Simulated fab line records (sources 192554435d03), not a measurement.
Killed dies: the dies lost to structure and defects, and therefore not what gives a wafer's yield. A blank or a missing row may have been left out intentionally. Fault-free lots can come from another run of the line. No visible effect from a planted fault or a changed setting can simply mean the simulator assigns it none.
Chamber matching ; flow n5Finfet ; N5_BEOL_M13_TRENCH_ETCH_34 on rieDiel-05 has 4 sister chambers
The step etches SiOC in C4F8/O2/Ar, target depth 413.47 nm, time 162.6 s. 4 wafers are shown with their chamber, then 10 later ones without.

WAFERS WITH THEIR CHAMBER
wafer;chamber;drypumpMotorCurrentA (A)
L078.5;2;6.2
L085.2;3;6.4
L087.2;0;5.8
L087.3;1;5.4

WAFERS WITHOUT THEIR CHAMBER
wafer;drypumpMotorCurrentA (A)
L087.5;5.8
L089.2;5.4
L089.4;5.4
L089.5;5.8
L090.1;5.4
L090.4;5.8
L090.5;6.4
L096.1;6.2
L096.2;5.3
L096.3;5.8

WHICH CHAMBER EACH WENT THROUGH
wafer;from the rows above;in truth
L087.5;0;0
L089.2;1;1
L089.4;1;1
L089.5;0;0
L090.1;1;1
L090.4;0;0
L090.5;3;3
L096.1;2;2
L096.2;1;1
L096.3;0;0
Correctly placed: 10 of 10. Not placeable from these rows: 0. Wrongly placed: 0.
How it was worked out, from the rows above alone: a wafer's distance from a chamber is the root of the sum, over the readings, of the square of ((its reading less the chamber's mean) divided by the reading's scatter). If the next closest chamber is less than 2 further off than the closest, the wafer can't be placed; otherwise it belongs to the closest. The mean given for a chamber averages the wafers shown for that chamber. The scatter: with one shown wafer a chamber, the root of the mean of the squares of how far each hidden wafer lies from its nearest shown one.
